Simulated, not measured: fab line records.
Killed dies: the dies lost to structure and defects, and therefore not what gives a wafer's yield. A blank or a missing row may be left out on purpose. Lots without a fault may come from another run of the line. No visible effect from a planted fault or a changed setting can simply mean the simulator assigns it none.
fab line records / flow nandHarc
[record] lots = 5 wafers = 14 lastDay = 33
route steps=1302 shown A_WL_FILL@956 END@1302
lots untouched by any fault: they come from a run of this same line in which no faults occurred
startH: hours from the record's opening day to when the first of the lot's shown wafers began / waitH: hours since the lot's step before / " unchanged from the row above / L1.1+2: one row covering several wafers at once / - no value, or no start was given / * or withheld: withheld / < > ~ a bound
route shown NAME@n: NAME is a module with steps in the file, n the number in the route of the first one / usual: mean/standard deviation of fault-free wafers / same: alike in all rows / chamber/n: place in a boat / sites: each site's reading / _std_site: the values' standard deviation / _edge_site: outer sites' mean less inner sites' / radiusMm: how far each site lies from the wafer's centre / mask NAME#n: copy n / behind: the tool/chamber that last shaped the wafer / hold: why the lot was held/for how many hours/how that ended / device: the n, p or np transistor that did not switch / end of line: tests of these same wafers at the route's end / a step with no rows: only its recipe / killed: dies that structure and defects cost at the first sort, which is not the same as the wafer's yield / map: shows each die of a wafer: x if killed, . if not, _ if none is there
set.NAME: the run value of the setting; set.NAME@STEP: its run value at that earlier step / model.NAME: the simulator's own value behind a step, which no gauge read
lots seen at some steps along the route; tables by step, rows by wafer
services: from which hour (startH, from the record's first day; less than 0 if before it) a tool's chamber was out of use, for how many hours, and why
[[steps]]
[step NHARC_A_WL_FILL_CVD_03]
[recipe] targetThkA = 400 tempC = 300 pressureTorr = 40 wf6FlowSccm = 40 h2FlowSccm = 1600 arFlowSccm = 1560 timeS = 279 material = W
[usual] heaterPowerW = 445/79 throttleValvePct = 7.75/0.22
lot.wafer=L473.3 tool=cvdW-01 chamber=0 startH=519.57 waitH=0.2 heaterPowerW=551 throttleValvePct=7.71
lot.wafer=L473.6 tool=cvdW-01 chamber=1 startH=519.57 waitH=0.2 heaterPowerW=381 throttleValvePct=7.95
lot.wafer=L472.4 tool=cvdW-01 chamber=0 startH=519.83 waitH=0.3 heaterPowerW=549 throttleValvePct=7.91
lot.wafer=L472.3 tool=cvdW-01 chamber=1 startH=519.83 waitH=0.3 heaterPowerW=382 throttleValvePct=7.90
lot.wafer=L472.6 tool=cvdW-01 chamber=0 startH=519.83 waitH=0.3 heaterPowerW=554 throttleValvePct=7.94
lot.wafer=L482.1 tool=cvdW-01 chamber=1 startH=639.53 waitH=0.8 heaterPowerW=387 throttleValvePct=7.80
lot.wafer=L482.4 tool=cvdW-01 chamber=1 startH=639.53 waitH=0.8 heaterPowerW=385 throttleValvePct=8.10
lot.wafer=L482.6 tool=cvdW-01 chamber=0 startH=639.53 waitH=0.8 heaterPowerW=555 throttleValvePct=7.77
lot.wafer=L485.2 tool=cvdW-01 chamber=0 startH=643.12 waitH=0.5 heaterPowerW=552 throttleValvePct=7.46
lot.wafer=L485.3 tool=cvdW-01 chamber=0 startH=643.12 waitH=0.5 heaterPowerW=569 throttleValvePct=7.46
lot.wafer=L485.4 tool=cvdW-01 chamber=1 startH=643.12 waitH=0.5 heaterPowerW=397 throttleValvePct=7.65
lot.wafer=L490.3 tool=cvdW-01 chamber=1 startH=697.62 waitH=0.2 heaterPowerW=393 throttleValvePct=7.99
lot.wafer=L490.4 tool=cvdW-01 chamber=0 startH=697.62 waitH=0.2 heaterPowerW=554 throttleValvePct=7.69
lot.wafer=L490.5 tool=cvdW-01 chamber=1 startH=697.62 waitH=0.2 heaterPowerW=383 throttleValvePct=7.80
[step NHARC_A_WL_FILL_ETCHBACK_04]
[recipe] targetDepthA = 600 timeS = 120 chemistry = NF3
[usual] chamberPressureMTorr = 300.03/0.26 drypumpMotorCurrentA = 5.6/0.43 oesProductAu = 0.999/0.0094 runLengthS = 141.3/0.48
lot.wafer=L473.3 tool=rieMetal-02 chamber=1 startH=519.86 waitH=0.2 chamberPressureMTorr=300.21 drypumpMotorCurrentA=5.2 oesProductAu=1.011 rfHoursCounterH=- runLengthS=140.9
lot.wafer=L473.6 tool=rieMetal-02 chamber=0 startH=519.86 waitH=0.2 chamberPressureMTorr=300.15 drypumpMotorCurrentA=6.0 oesProductAu=1.011 rfHoursCounterH=- runLengthS=142.0
lot.wafer=L472.4 tool=rieMetal-01 chamber=1 startH=520.16 waitH=0.3 chamberPressureMTorr=300.20 drypumpMotorCurrentA=5.1 oesProductAu=0.997 rfHoursCounterH=- runLengthS=141.7
lot.wafer=L472.3 tool=rieMetal-01 chamber=0 startH=520.16 waitH=0.3 chamberPressureMTorr=300.15 drypumpMotorCurrentA=5.2 oesProductAu=1.006 rfHoursCounterH=- runLengthS=141.8
lot.wafer=L472.6 tool=rieMetal-01 chamber=0 startH=520.16 waitH=0.3 chamberPressureMTorr=300.31 drypumpMotorCurrentA=5.2 oesProductAu=0.997 rfHoursCounterH=- runLengthS=142.0
lot.wafer=L482.1 tool=rieMetal-03 chamber=1 startH=639.84 waitH=0.3 chamberPressureMTorr=300.12 drypumpMotorCurrentA=6.0 oesProductAu=0.984 rfHoursCounterH=1.8 runLengthS=141.8
lot.wafer=L482.4 tool=rieMetal-03 chamber=0 startH=639.84 waitH=0.3 chamberPressureMTorr=300.22 drypumpMotorCurrentA=6.2 oesProductAu=1.000 rfHoursCounterH=- runLengthS=141.8
lot.wafer=L482.6 tool=rieMetal-03 chamber=1 startH=639.84 waitH=0.3 chamberPressureMTorr=300.03 drypumpMotorCurrentA=6.0 oesProductAu=0.992 rfHoursCounterH=- runLengthS=141.4
lot.wafer=L485.2 tool=rieMetal-02 chamber=0 startH=643.50 waitH=0.3 chamberPressureMTorr=300.09 drypumpMotorCurrentA=6.0 oesProductAu=1.001 rfHoursCounterH=0.0 runLengthS=141.5
lot.wafer=L485.4 tool=rieMetal-02 chamber=0 startH=643.50 waitH=0.3 chamberPressureMTorr=300.10 drypumpMotorCurrentA=6.0 oesProductAu=1.003 rfHoursCounterH=- runLengthS=141.2
lot.wafer=L485.3 tool=rieMetal-02 chamber=1 startH=643.50 waitH=0.3 chamberPressureMTorr=299.99 drypumpMotorCurrentA=5.2 oesProductAu=0.996 rfHoursCounterH=- runLengthS=141.0
lot.wafer=L490.4 tool=rieMetal-02 chamber=0 startH=697.96 waitH=0.2 chamberPressureMTorr=300.09 drypumpMotorCurrentA=6.0 oesProductAu=0.999 rfHoursCounterH=- runLengthS=141.3
lot.wafer=L490.3 tool=rieMetal-02 chamber=1 startH=697.96 waitH=0.2 chamberPressureMTorr=299.80 drypumpMotorCurrentA=5.2 oesProductAu=0.989 rfHoursCounterH=- runLengthS=140.9
lot.wafer=L490.5 tool=rieMetal-02 chamber=0 startH=697.96 waitH=0.2 chamberPressureMTorr=300.03 drypumpMotorCurrentA=5.9 oesProductAu=0.996 rfHoursCounterH=- runLengthS=141.3
[step NHARC_A_WL_FILL_ETCHBACK_05]
[recipe] targetDepthA = 220 timeS = 60 tempC = 40 chemistry = Cl2/BCl3
[usual] chamberPressureMTorr = 10.000/0.0093 drypumpMotorCurrentA = 5.6/0.43 oesProductAu = 0.999/0.0086 runLengthS = 81.4/0.48
lot.wafer=L473.3 tool=rieMetal-02 chamber=0 startH=520.07 waitH=0.2 chamberPressureMTorr=9.960 drypumpMotorCurrentA=6.0 oesProductAu=1.005 rfHoursCounterH=- runLengthS=81.4
lot.wafer=L473.6 tool=rieMetal-02 chamber=0 startH=520.07 waitH=0.2 chamberPressureMTorr=9.989 drypumpMotorCurrentA=6.0 oesProductAu=1.005 rfHoursCounterH=- runLengthS=81.5
lot.wafer=L472.4 tool=rieMetal-01 chamber=1 startH=520.36 waitH=0.2 chamberPressureMTorr=10.003 drypumpMotorCurrentA=5.0 oesProductAu=1.001 rfHoursCounterH=- runLengthS=81.8
lot.wafer=L472.3 tool=rieMetal-01 chamber=0 startH=520.36 waitH=0.2 chamberPressureMTorr=9.993 drypumpMotorCurrentA=5.2 oesProductAu=0.998 rfHoursCounterH=- runLengthS=81.7
lot.wafer=L472.6 tool=rieMetal-01 chamber=0 startH=520.36 waitH=0.2 chamberPressureMTorr=10.011 drypumpMotorCurrentA=5.2 oesProductAu=0.991 rfHoursCounterH=- runLengthS=81.4
lot.wafer=L482.1 tool=rieMetal-03 chamber=1 startH=640.10 waitH=0.2 chamberPressureMTorr=9.996 drypumpMotorCurrentA=6.0 oesProductAu=0.993 rfHoursCounterH=1.9 runLengthS=81.9
lot.wafer=L482.4 tool=rieMetal-03 chamber=1 startH=640.10 waitH=0.2 chamberPressureMTorr=9.998 drypumpMotorCurrentA=6.0 oesProductAu=0.988 rfHoursCounterH=- runLengthS=81.6
lot.wafer=L482.6 tool=rieMetal-03 chamber=0 startH=640.10 waitH=0.2 chamberPressureMTorr=9.991 drypumpMotorCurrentA=6.2 oesProductAu=0.997 rfHoursCounterH=- runLengthS=82.2
lot.wafer=L485.2 tool=rieMetal-02 chamber=1 startH=643.74 waitH=0.2 chamberPressureMTorr=9.987 drypumpMotorCurrentA=5.2 oesProductAu=0.987 rfHoursCounterH=0.1 runLengthS=81.0
lot.wafer=L485.4 tool=rieMetal-02 chamber=1 startH=643.74 waitH=0.2 chamberPressureMTorr=9.990 drypumpMotorCurrentA=5.2 oesProductAu=0.997 rfHoursCounterH=- runLengthS=80.9
lot.wafer=L485.3 tool=rieMetal-02 chamber=0 startH=643.74 waitH=0.2 chamberPressureMTorr=10.000 drypumpMotorCurrentA=6.0 oesProductAu=1.008 rfHoursCounterH=- runLengthS=81.4
lot.wafer=L490.3 tool=rieMetal-02 chamber=0 startH=698.16 waitH=0.1 chamberPressureMTorr=9.998 drypumpMotorCurrentA=5.9 oesProductAu=1.014 rfHoursCounterH=- runLengthS=82.0
lot.wafer=L490.4 tool=rieMetal-02 chamber=1 startH=698.16 waitH=0.1 chamberPressureMTorr=10.010 drypumpMotorCurrentA=5.2 oesProductAu=1.004 rfHoursCounterH=- runLengthS=80.9
lot.wafer=L490.5 tool=rieMetal-02 chamber=1 startH=698.16 waitH=0.1 chamberPressureMTorr=9.989 drypumpMotorCurrentA=5.2 oesProductAu=1.001 rfHoursCounterH=- runLengthS=80.6
[step NHARC_A_WL_FILL_STRIP_27]
[recipe] powerW = 1500 tempC = 250 timeS = 20 chemistry = N2/H2
[step NHARC_A_WL_FILL_STRIP_28]
[recipe] timeS = 1200 tempC = 72.5 chemistry = postEtchResidueRemover
[step NHARC_A_WL_FILL_PRECLEAN_06]
[recipe] timeS = 300 chemistry = DIW
[step NHARC_A_WL_FILL_SRD_07]
[step NHARC_A_WL_FILL_ANNEAL_08]
[recipe] tempC = 450 timeS = 1800
[step NHARC_A_WL_FILL_ALD_10]
[recipe] targetThkA = 500 pulseTimeS = 10 aldCycles = 500 tempC = 300 material = SiO2
[step NHARC_A_WL_FILL_ETCHBACK_16]
[recipe] targetDepthA = 1200 timeS = 24 c4f8FlowSccm = withheld o2FlowSccm = 8 arFlowSccm = withheld rfW = 600 biasW = 800 chemistry = C4F8/O2/Ar
[usual] chamberPressureMTorr = 25.001/0.023 oesProductAu = 0.991/0.023 rfVppV = 722/3.9 runLengthS = 45.2/0.5
lot.wafer=L472.3 tool=rieDiel-11 chamber=0 startH=- waitH=- chamberPressureMTorr=25.014 oesProductAu=1.013 rfHoursCounterH=4.5 rfVppV=719 runLengthS=46.1
lot.wafer=L472.4 tool=rieDiel-11 chamber=1 startH=- waitH=- chamberPressureMTorr=25.012 oesProductAu=0.996 rfHoursCounterH=4.3 rfVppV=728 runLengthS=45.2
lot.wafer=L472.6 tool=rieDiel-11 chamber=1 startH=- waitH=- chamberPressureMTorr=24.982 oesProductAu=1.015 rfHoursCounterH=- rfVppV=727 runLengthS=45.0
lot.wafer=L473.3 tool=rieDiel-01 chamber=0 startH=- waitH=- chamberPressureMTorr=24.986 oesProductAu=1.010 rfHoursCounterH=4.6 rfVppV=728 runLengthS=44.6
lot.wafer=L473.6 tool=rieDiel-01 chamber=2 startH=- waitH=- chamberPressureMTorr=25.008 oesProductAu=1.002 rfHoursCounterH=- rfVppV=721 runLengthS=44.4
lot.wafer=L482.1 tool=rieDiel-11 chamber=3 startH=- waitH=- chamberPressureMTorr=25.037 oesProductAu=0.986 rfHoursCounterH=1.5 rfVppV=717 runLengthS=45.2
lot.wafer=L482.4 tool=rieDiel-11 chamber=0 startH=- waitH=- chamberPressureMTorr=24.999 oesProductAu=1.005 rfHoursCounterH=1.6 rfVppV=717 runLengthS=46.0
lot.wafer=L482.6 tool=rieDiel-11 chamber=2 startH=- waitH=- chamberPressureMTorr=24.980 oesProductAu=1.001 rfHoursCounterH=- rfVppV=719 runLengthS=46.5
lot.wafer=L485.4 tool=rieDiel-01 chamber=0 startH=- waitH=- chamberPressureMTorr=25.013 oesProductAu=0.988 rfHoursCounterH=2.5 rfVppV=729 runLengthS=44.8
lot.wafer=L485.3 tool=rieDiel-01 chamber=1 startH=- waitH=- chamberPressureMTorr=25.021 oesProductAu=0.995 rfHoursCounterH=2.3 rfVppV=718 runLengthS=45.7
lot.wafer=L485.2 tool=rieDiel-01 chamber=3 startH=- waitH=- chamberPressureMTorr=24.972 oesProductAu=1.002 rfHoursCounterH=2.6 rfVppV=723 runLengthS=45.6
lot.wafer=L490.3 tool=rieDiel-11 chamber=2 startH=- waitH=- chamberPressureMTorr=25.009 oesProductAu=1.001 rfHoursCounterH=5.7 rfVppV=717 runLengthS=45.8
lot.wafer=L490.5 tool=rieDiel-11 chamber=1 startH=- waitH=- chamberPressureMTorr=24.970 oesProductAu=0.992 rfHoursCounterH=- rfVppV=726 runLengthS=45.4
lot.wafer=L490.4 tool=rieDiel-11 chamber=3 startH=- waitH=- chamberPressureMTorr=24.983 oesProductAu=1.002 rfHoursCounterH=- rfVppV=718 runLengthS=45.6
[step NHARC_A_WL_FILL_STRIP_29]
[recipe] timeS = 20 o2FlowSccm = 500 arFlowSccm = 0 biasW = 0 chemistry = O2
[usual] chamberPressureMTorr = 59.99/0.056 drypumpMotorCurrentA = 5.9/0.62 oesProductAu = 1.004/0.011 rfVppV = 57.7/0.91 showerheadPlenumPTorr = 3.46/0.13 throttleValvePct = 17.038/0.0085
lot.wafer=L472.3 tool=rieDiel-11 chamber=2 startH=530.28 waitH=0.1 chamberPressureMTorr=59.93 drypumpMotorCurrentA=6.4 oesProductAu=0.995 rfHoursCounterH=3.8 rfVppV=58.4 showerheadPlenumPTorr=3.36 throttleValvePct=17.054
lot.wafer=L472.4 tool=rieDiel-11 chamber=0 startH=530.28 waitH=0.1 chamberPressureMTorr=60.04 drypumpMotorCurrentA=6.3 oesProductAu=1.013 rfHoursCounterH=4.5 rfVppV=57.9 showerheadPlenumPTorr=3.36 throttleValvePct=17.041
lot.wafer=L472.6 tool=rieDiel-11 chamber=2 startH=530.28 waitH=0.1 chamberPressureMTorr=60.04 drypumpMotorCurrentA=6.5 oesProductAu=1.006 rfHoursCounterH=- rfVppV=58.1 showerheadPlenumPTorr=3.36 throttleValvePct=17.042
lot.wafer=L473.3 tool=rieDiel-01 chamber=1 startH=530.33 waitH=0.1 chamberPressureMTorr=59.98 drypumpMotorCurrentA=6.4 oesProductAu=1.000 rfHoursCounterH=4.3 rfVppV=57.2 showerheadPlenumPTorr=3.35 throttleValvePct=17.036
lot.wafer=L473.6 tool=rieDiel-01 chamber=2 startH=530.33 waitH=0.1 chamberPressureMTorr=60.01 drypumpMotorCurrentA=5.3 oesProductAu=0.996 rfHoursCounterH=- rfVppV=57.2 showerheadPlenumPTorr=3.46 throttleValvePct=17.034
lot.wafer=L482.1 tool=rieDiel-11 chamber=0 startH=649.21 waitH=0.1 chamberPressureMTorr=60.09 drypumpMotorCurrentA=6.3 oesProductAu=1.010 rfHoursCounterH=1.6 rfVppV=58.4 showerheadPlenumPTorr=3.36 throttleValvePct=17.036
lot.wafer=L482.4 tool=rieDiel-11 chamber=2 startH=649.21 waitH=0.1 chamberPressureMTorr=59.95 drypumpMotorCurrentA=6.5 oesProductAu=1.005 rfHoursCounterH=1.3 rfVppV=56.5 showerheadPlenumPTorr=3.36 throttleValvePct=17.030
lot.wafer=L482.6 tool=rieDiel-11 chamber=3 startH=649.21 waitH=0.1 chamberPressureMTorr=60.00 drypumpMotorCurrentA=4.9 oesProductAu=0.988 rfHoursCounterH=- rfVppV=56.0 showerheadPlenumPTorr=3.32 throttleValvePct=17.034
lot.wafer=L485.3 tool=rieDiel-01 chamber=0 startH=653.51 waitH=0.1 chamberPressureMTorr=60.04 drypumpMotorCurrentA=4.9 oesProductAu=0.991 rfHoursCounterH=2.5 rfVppV=57.9 showerheadPlenumPTorr=3.67 throttleValvePct=17.050
lot.wafer=L485.4 tool=rieDiel-01 chamber=2 startH=653.51 waitH=0.1 chamberPressureMTorr=60.00 drypumpMotorCurrentA=5.3 oesProductAu=0.985 rfHoursCounterH=2.4 rfVppV=58.7 showerheadPlenumPTorr=3.46 throttleValvePct=17.040
lot.wafer=L485.2 tool=rieDiel-01 chamber=3 startH=653.51 waitH=0.1 chamberPressureMTorr=60.01 drypumpMotorCurrentA=5.8 oesProductAu=1.001 rfHoursCounterH=2.6 rfVppV=57.8 showerheadPlenumPTorr=3.49 throttleValvePct=17.021
lot.wafer=L490.3 tool=rieDiel-11 chamber=3 startH=709.30 waitH=0.1 chamberPressureMTorr=60.01 drypumpMotorCurrentA=4.9 oesProductAu=0.997 rfHoursCounterH=5.7 rfVppV=56.2 showerheadPlenumPTorr=3.32 throttleValvePct=17.044
lot.wafer=L490.4 tool=rieDiel-11 chamber=2 startH=709.30 waitH=0.1 chamberPressureMTorr=60.05 drypumpMotorCurrentA=6.5 oesProductAu=0.996 rfHoursCounterH=- rfVppV=58.1 showerheadPlenumPTorr=3.35 throttleValvePct=17.040
lot.wafer=L490.5 tool=rieDiel-11 chamber=3 startH=709.30 waitH=0.1 chamberPressureMTorr=60.02 drypumpMotorCurrentA=4.9 oesProductAu=1.003 rfHoursCounterH=- rfVppV=58.3 showerheadPlenumPTorr=3.32 throttleValvePct=17.038
[step NHARC_A_WL_FILL_ETCHBACK_17]
[recipe] targetDepthA = 40 timeS = 26.7 chemistry = Cl2/BCl3
[usual] chamberPressureMTorr = 10.000/0.0095 drypumpMotorCurrentA = 5.4/0.45 oesProductAu = 1.000/0.0082 runLengthS = 48.2/0.38
lot.wafer=L472.3 tool=rieMetal-02 chamber=1 startH=530.45 waitH=- chamberPressureMTorr=9.998 drypumpMotorCurrentA=5.2 oesProductAu=1.000 rfHoursCounterH=- runLengthS=47.5
lot.wafer=L472.4 tool=rieMetal-02 chamber=1 startH=530.45 waitH=- chamberPressureMTorr=10.008 drypumpMotorCurrentA=5.2 oesProductAu=1.009 rfHoursCounterH=- runLengthS=47.3
lot.wafer=L472.6 tool=rieMetal-02 chamber=1 startH=530.45 waitH=- chamberPressureMTorr=9.997 drypumpMotorCurrentA=5.2 oesProductAu=0.998 rfHoursCounterH=- runLengthS=47.6
lot.wafer=L473.3 tool=rieMetal-01 chamber=0 startH=530.45 waitH=- chamberPressureMTorr=9.989 drypumpMotorCurrentA=5.2 oesProductAu=1.013 rfHoursCounterH=- runLengthS=48.1
lot.wafer=L473.6 tool=rieMetal-01 chamber=0 startH=530.45 waitH=- chamberPressureMTorr=10.003 drypumpMotorCurrentA=5.2 oesProductAu=1.009 rfHoursCounterH=- runLengthS=46.5
lot.wafer=L482.1 tool=rieMetal-03 chamber=1 startH=649.31 waitH=- chamberPressureMTorr=9.995 drypumpMotorCurrentA=6.0 oesProductAu=0.989 rfHoursCounterH=2.0 runLengthS=48.5
lot.wafer=L482.4 tool=rieMetal-03 chamber=1 startH=649.31 waitH=- chamberPressureMTorr=10.007 drypumpMotorCurrentA=6.0 oesProductAu=0.984 rfHoursCounterH=- runLengthS=48.4
lot.wafer=L482.6 tool=rieMetal-03 chamber=0 startH=649.31 waitH=- chamberPressureMTorr=10.001 drypumpMotorCurrentA=6.2 oesProductAu=1.008 rfHoursCounterH=- runLengthS=48.5
lot.wafer=L485.2 tool=rieMetal-01 chamber=1 startH=653.62 waitH=- chamberPressureMTorr=9.981 drypumpMotorCurrentA=5.0 oesProductAu=1.000 rfHoursCounterH=0.9 runLengthS=48.0
lot.wafer=L485.4 tool=rieMetal-01 chamber=0 startH=653.62 waitH=- chamberPressureMTorr=10.000 drypumpMotorCurrentA=5.2 oesProductAu=0.990 rfHoursCounterH=- runLengthS=48.3
lot.wafer=L485.3 tool=rieMetal-01 chamber=1 startH=653.62 waitH=- chamberPressureMTorr=10.014 drypumpMotorCurrentA=5.0 oesProductAu=0.999 rfHoursCounterH=- runLengthS=48.9
lot.wafer=L490.4 tool=rieMetal-03 chamber=1 startH=709.42 waitH=- chamberPressureMTorr=9.994 drypumpMotorCurrentA=6.0 oesProductAu=0.993 rfHoursCounterH=- runLengthS=48.5
lot.wafer=L490.3 tool=rieMetal-03 chamber=0 startH=709.42 waitH=- chamberPressureMTorr=9.994 drypumpMotorCurrentA=6.2 oesProductAu=0.986 rfHoursCounterH=- runLengthS=48.6
lot.wafer=L490.5 tool=rieMetal-03 chamber=0 startH=709.42 waitH=- chamberPressureMTorr=10.003 drypumpMotorCurrentA=6.2 oesProductAu=0.996 rfHoursCounterH=- runLengthS=48.4
[step NHARC_A_WL_FILL_PRECLEAN_18]
[recipe] timeS = 30 chemistry = dHF
[step NHARC_END_SORT_01]
[recipe] tempC = 25
[usual] killedAtArray = 59/16 killedAtOther = 0.8/1.1 killedAtPeriphery = 3.6/2.4 killedDies = 64/16 killedOpen = 3.4/1.8 killedShort = 2.5/1.6
[same] grossDies = 677
lot.wafer=L472.3 tool=prober-02 chamber=0 startH=615.20 waitH=3.1 killedAtArray=75 killedAtOther=0 killedAtPeriphery=2 killedDies=77 killedOpen=2 killedShort=0
lot.wafer=L472.4 tool=prober-02 chamber=0 startH=616.01 waitH=3.4 killedAtArray=47 killedAtOther=1 killedAtPeriphery=2 killedDies=50 killedOpen=4 killedShort=2
lot.wafer=L472.6 tool=prober-02 chamber=0 startH=617.62 waitH=4.0 killedAtArray=68 killedAtOther=2 killedAtPeriphery=3 killedDies=73 killedOpen=7 killedShort=6
lot.wafer=L482.1 tool=prober-01 chamber=0 startH=741.60 waitH=2.5 killedAtArray=50 killedAtOther=3 killedAtPeriphery=2 killedDies=55 killedOpen=5 killedShort=4
lot.wafer=L482.4 tool=prober-01 chamber=0 startH=744.02 waitH=3.4 killedAtArray=55 killedAtOther=1 killedAtPeriphery=3 killedDies=59 killedOpen=6 killedShort=2
lot.wafer=L482.6 tool=prober-01 chamber=0 startH=745.64 waitH=4.0 killedAtArray=46 killedAtOther=3 killedAtPeriphery=3 killedDies=52 killedOpen=3 killedShort=4
// killed by level:class
L472.3 A_CHANNEL_HOLE_D1:chamberFilmFlake=41 A_CHANNEL_HOLE_D2:chamberFilmFlake=17 A_STAIRCASE:chamberFilmFlake=8 P_ZERO_WELL:chamberFilmFlake=2 A_CHANNEL_FILL_D1:chamberFilmFlake=2 A_SLIT:chamberFilmFlake=2 A_ONON_D2:geometricParticle:open=1 A_CONTACT:geometricParticle:open=1
L472.4 A_CHANNEL_HOLE_D1:chamberFilmFlake=29 A_CHANNEL_HOLE_D2:chamberFilmFlake=6 A_STAIRCASE:chamberFilmFlake=3 A_SOURCE_PLATE:geometricParticle:open=1 A_CHANNEL_FILL_D1:geometricParticle:open=1 A_DECK1_JOINT:chamberFilmFlake=1 A_DECK1_JOINT:geometricParticle:short=1 A_CHANNEL_HOLE_D2:geometricParticle:short=1
L472.6 A_CHANNEL_HOLE_D1:chamberFilmFlake=42 A_CHANNEL_HOLE_D2:chamberFilmFlake=5 A_STAIRCASE:chamberFilmFlake=4 A_CHANNEL_FILL_D1:geometricParticle:short=2 A_CONTACT:chamberFilmFlake=2 THIN_TSV:chamberFilmFlake=2 P_CONTACT:geometricParticle:open=1 P_M0:geometricParticle:open=1
L482.1 A_CHANNEL_HOLE_D1:chamberFilmFlake=33 THIN_TSV:chamberFilmFlake=3 A_CONTACT:chamberFilmFlake=3 A_CHANNEL_FILL_D1:geometricParticle:open=2 A_SLIT:chamberFilmFlake=2 A_CHANNEL_FILL_D1:chamberFilmFlake=2 A_STAIRCASE:chamberFilmFlake=2 P_CONTACT:geometricParticle:open=1
L482.4 A_CHANNEL_HOLE_D1:chamberFilmFlake=35 A_CONTACT:chamberFilmFlake=4 A_CONTACT:geometricParticle:open=3 A_DECK1_JOINT:chamberFilmFlake=3 A_SLIT:chamberFilmFlake=3 P_STI:chamberFilmFlake=2 A_CHANNEL_HOLE_D1:geometricParticle:short=1 A_WL_FILL:geometricParticle:short=1
L482.6 A_CHANNEL_HOLE_D1:chamberFilmFlake=30 A_STAIRCASE:chamberFilmFlake=4 P_CONTACT:geometricParticle:short=3 A_SLIT:chamberFilmFlake=3 THIN_TSV:chamberFilmFlake=3 A_SGD_CUT:chamberFilmFlake=2 A_CHANNEL_FILL_D1:geometricParticle:open=1 A_SGD_CUT:geometricParticle:short=1
[[services]]
tool=rieDiel-11 chamber=0 startH=515.01 hours=- kind=clean
tool=rieDiel-11 chamber=1 startH=515.01 hours=- kind=clean
tool=rieDiel-11 chamber=2 startH=515.01 hours=- kind=clean
tool=rieDiel-11 chamber=3 startH=515.01 hours=- kind=clean
tool=rieMetal-03 chamber=- startH=522.67 hours=9.0 kind=pm
tool=rieDiel-01 chamber=0 startH=523.80 hours=4.2 kind=repair
tool=rieDiel-01 chamber=2 startH=524.22 hours=2.5 kind=repair
tool=rieMetal-02 chamber=0 startH=529.02 hours=4.7 kind=repair
tool=rieDiel-01 chamber=3 startH=539.94 hours=8.5 kind=repair
tool=cvdW-01 chamber=- startH=547.00 hours=13.0 kind=pm
tool=rieDiel-01 chamber=- startH=557.81 hours=9.0 kind=pm
tool=rieMetal-01 chamber=1 startH=569.71 hours=6.3 kind=repair
tool=rieMetal-01 chamber=- startH=575.00 hours=9.0 kind=pm
tool=rieDiel-11 chamber=- startH=602.07 hours=0.5 kind=repair
tool=rieDiel-11 chamber=- startH=609.50 hours=9.0 kind=pm
tool=rieDiel-01 chamber=0 startH=630.48 hours=12.9 kind=repair
tool=rieMetal-02 chamber=- startH=631.00 hours=9.0 kind=pm
tool=rieMetal-02 chamber=0 startH=631.00 hours=9.0 kind=ventCycle
tool=rieMetal-02 chamber=1 startH=631.00 hours=9.0 kind=ventCycle
tool=rieMetal-02 chamber=0 startH=640.00 hours=- kind=clean
tool=rieMetal-02 chamber=1 startH=640.00 hours=- kind=clean
tool=rieMetal-03 chamber=- startH=699.67 hours=9.0 kind=pm
tool=rieDiel-01 chamber=3 startH=705.43 hours=12.5 kind=repair
tool=rieDiel-11 chamber=0 startH=709.06 hours=16.4 kind=repair
[[key]]
[firstSign] step = NHARC_A_WL_FILL_ETCHBACK_17 reading = runLengthS direction = down sigmas = 4.6 usual = * struck = *
effect none on later readings
metAt NHARC_A_WL_FILL_ETCHBACK_17
struckWafers L473.6
testerLeftOut L473
[fault] kind = processParameterDrift tool = rieMetal-01 chamber = - onsetH = 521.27 steps = NHARC_A_WL_FILL_ETCHBACK_17 channel = timeS offset = * shape = step endH = 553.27 scope = struckWafersOnly actsIn = * stated = *
// testerLeftOut: of these lots the tester's yield and bins aren't shown, on N5 and GAA mostly nor the transistor test; their killed dies are dies lost to structure and defects alone, not to doping, threshold or leakage, so they don't give the yield
